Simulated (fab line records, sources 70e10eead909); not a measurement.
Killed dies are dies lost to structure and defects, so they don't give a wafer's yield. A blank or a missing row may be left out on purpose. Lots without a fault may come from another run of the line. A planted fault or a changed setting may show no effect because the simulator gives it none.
A struck lot beside a sound one | flow nand_harc | 37 steps out of a route of 1159
Sound: wafers L702.1, L702.2, L702.5. Struck: wafers L706.2, L706.5, L706.6. The cause comes at the end.
At each step with rows: each side's tool, then ch and its chambers, then its first start. Under that, the readings that differ: sound wafers | struck wafers | difference of the means | sigmas: that difference in standard deviations of wafers without a fault.
alike: readings whose means differ by less than 2 such deviations, and words and numbers that are the same on both sides. not compared: withheld readings, readings that some wafer has no value for, bounds like >300 that may hide the same value, and numbers for which the record gives no deviation and whose values overlap.
The two part at a step that has a row with sigmas, a row that says differs or no value, or rows on one side only. Numbers that don't overlap but have no deviation are shown without sigmas and don't part them. A reading that every wafer of one side lacks parts them only if that side has two wafers or more.

first, 7 steps without rows for these wafers: NHARC_A_WL_FILL_ETCHBACK_04 (etches the open film in NF3, target depth 60 nm, time 120 s); NHARC_A_WL_FILL_ETCHBACK_05 (etches the open film in Cl2/BCl3, target depth 22 nm, time 60 s); NHARC_A_WL_FILL_STRIP_27 (strips in N2/H2, time 20 s); NHARC_A_WL_FILL_STRIP_28 (strips in post etch residue remover, time 1200 s); NHARC_A_WL_FILL_PRECLEAN_06 (cleans in DIW, time 300 s); NHARC_A_WL_FILL_SRD_07; NHARC_A_WL_FILL_ANNEAL_08 (time 1800 s).
NHARC_A_WL_FILL_ALD_10: deposits SiO2, target thk 50 nm, pulse time 10 s, ald cycles 500.
  sound on ald_hk-03 ch 0,2,3, day 16 19:50; struck on ald_hk-03 ch 2,3, day 17 19:48
  alike: heater_power_w, precursor_pulse_height_rel
then, 3 steps without rows for these wafers: NHARC_A_WL_FILL_ETCHBACK_16 (etches the open film in C4F8/O2/Ar, target depth 88 nm, time 17.6 s); NHARC_A_WL_FILL_STRIP_29 (strips in O2, time 20 s); NHARC_A_WL_FILL_ETCHBACK_17 (etches the open film in Cl2/BCl3, target depth 4 nm, time 26.7 s).
NHARC_A_WL_FILL_PRECLEAN_18: cleans in dHF, time 30 s.
  sound on wet_bench-06 ch 0,2,6, day 17 00:21; struck on wet_bench-06 ch 1,6,7, day 18 00:19
then, 2 steps without rows for these wafers: NHARC_A_WL_FILL_SRD_21; NHARC_A_WL_FILL_CVD_23 (deposits poly-Si, target thk 40 nm, time 800 s).
NHARC_A_WL_FILL_ETCHBACK_26: etches the open film in HBr, target depth 52 nm, time 13.3 s.
  sound on rie_si-04 ch 0,2,3, day 17 05:36; struck on rie_si-02 ch 1,2,3, day 18 05:22
  reading                     | sound       | struck      | difference | sigmas
  drypump_motor_current_A (A) | 6.3 6.6 6.4 | 4.8 5.6 5.6 | -1.1       | -2
  alike: oes_product_au, throttle_valve_pct
  not compared: rf_hours_counter_h
then, 2 steps without rows for these wafers: NHARC_A_WL_FILL_PRECLEAN_30 (cleans in dHF, time 10 s); NHARC_A_WL_FILL_SRD_14.
NHARC_A_WL_FILL_ALD_19: deposits TiN, target thk 2 nm, pulse time 3 s, ald cycles 100.
  sound on ald_metal-03 ch 0,2,3, day 17 05:52; struck on ald_metal-02 ch 0,1,2, day 18 05:39
  alike: heater_power_w, precursor_pulse_height_rel
NHARC_A_WL_FILL_CVD_20: deposits W, target thk 75 nm, time 5064 s.
  sound on cvd_w-01 ch 0,1; struck on cvd_w-01 ch 0,1
  alike: heater_power_w, throttle_valve_pct
NHARC_A_WL_FILL_CMP_12: polishes, t overpolish 30 s, target thk 75 nm.
  sound on cmp-02 ch 0,2,3, day 17 11:07; struck on cmp-04 ch 0,1,2, day 18 10:54
  alike: motor_current_A, overpolish_run_s, time_to_endpoint_s
then, 14 steps without rows for these wafers: NHARC_A_WL_FILL_SRD_31; NHARC_A_CONTACT_DEP_24 (deposits SiO2, target thk 500 nm); NHARC_A_CONTACT_DEP_28 (deposits aC, target thk 3600 nm); NHARC_A_CONTACT_DEP_29 (deposits SiON, target thk 70 nm); NHARC_A_CONTACT_DEHYDRATE_32 (time 120 s); NHARC_A_CONTACT_HMDS_33 (time 30 s); NHARC_A_CONTACT_COAT_34 (time 75 s); NHARC_A_CONTACT_COAT_35 (time 65 s); NHARC_A_CONTACT_COAT_36 (resist thk 90 nm); NHARC_A_CONTACT_SOFTBAKE_37 (time 55 s); NHARC_A_CONTACT_EBR_38; NHARC_A_CONTACT_EXPOSE_39 (exposes mask A CC 3); NHARC_A_CONTACT_PEB_40 (peb time 65 s); NHARC_A_CONTACT_DEVELOP_41 (develop time 35 s).
NHARC_A_CONTACT_CD_MEAS_42: target cd 200 nm.
  sound on cd_sem-01 ch 0, day 17 17:00; struck on cd_sem-02 ch 0, day 18 16:09
  alike: cd_nm
NHARC_A_CONTACT_OVL_MEAS_43:
  sound on overlay-02, day 17 17:05; struck on overlay-02, day 18 16:15
  alike: overlay_x_nm, overlay_y_nm
-- the record jumps here: 3 days lie between the struck wafers' starts before and after (it left off in module A_CONTACT and takes up again in module END, whose first step shown is number 1159 of the route) --
NHARC_END_SORT_01:
  sound on prober-02 ch 0, day 20 15:32; struck on prober-01 ch 0, day 21 09:20
  reading         | sound    | struck     | difference | sigmas
  killed_at_array | 16 19 15 | 84 120 114 | +89        | +10
  killed_dies     | 24 23 20 | 88 121 124 | +89        | +9
  alike: killed_at_other, killed_at_periphery, killed_open, killed_short

WHERE THEY PART
First at NHARC_A_WL_FILL_ETCHBACK_26; last, within this record, at NHARC_END_SORT_01.

WHY: what the simulator had put in
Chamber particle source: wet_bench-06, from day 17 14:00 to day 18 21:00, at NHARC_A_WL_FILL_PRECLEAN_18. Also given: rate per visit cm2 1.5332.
